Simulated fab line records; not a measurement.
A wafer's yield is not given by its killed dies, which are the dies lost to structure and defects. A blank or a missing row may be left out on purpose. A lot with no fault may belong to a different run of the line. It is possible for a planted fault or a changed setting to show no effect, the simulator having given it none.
Chamber matching	flow nand_harc	NHARC_A_ONON_D1_DEP_33 on pecvd-02 has 3 sister chambers
The step deposits SiO2, target thk 200 nm. 3 wafers are shown with their chamber, then 10 later ones without.

== WAFERS PAIRED WITH THEIR CHAMBERS ==
wafer	chamber	heater_power_w (W)
L085.3	0	572
L087.4	2	652
L088.5	1	496

== WAFERS WITHOUT THEIR CHAMBER ==
wafer	heater_power_w (W)
L088.6	486
L091.2	397
L091.3	590
L091.4	409
L093.2	497
L093.4	666
L093.5	487
L096.1	497
L096.3	697
L096.5	385

== WHICH CHAMBER EACH ONE RAN IN ==
wafer	from the rows above	in truth
L088.6	can't be placed: 1 or 0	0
L091.2	can't be placed: 1 or 0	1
L091.3	can't be placed: 0 or 2 or 1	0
L091.4	can't be placed: 1 or 0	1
L093.2	can't be placed: 1 or 0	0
L093.4	can't be placed: 2 or 0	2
L093.5	can't be placed: 1 or 0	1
L096.1	can't be placed: 1 or 0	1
L096.3	can't be placed: 2 or 0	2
L096.5	can't be placed: 1 or 0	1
Correctly placed: 0 of 10. These rows do not allow placing 10 (true chamber among the candidates in 10). Placed wrongly: 0.
How it was worked out, from the rows above alone: a wafer's distance from a chamber is the root of the sum, over the readings, of the square of ((its reading less the chamber's mean) divided by the reading's scatter). If the next closest chamber is less than 2 further off than the closest, the wafer can't be placed; otherwise it belongs to the closest. The mean given for a chamber averages the wafers shown for that chamber. The scatter (one wafer shown for each chamber): square how far every hidden wafer sits from the nearest shown wafer, average those squares and take the square root.
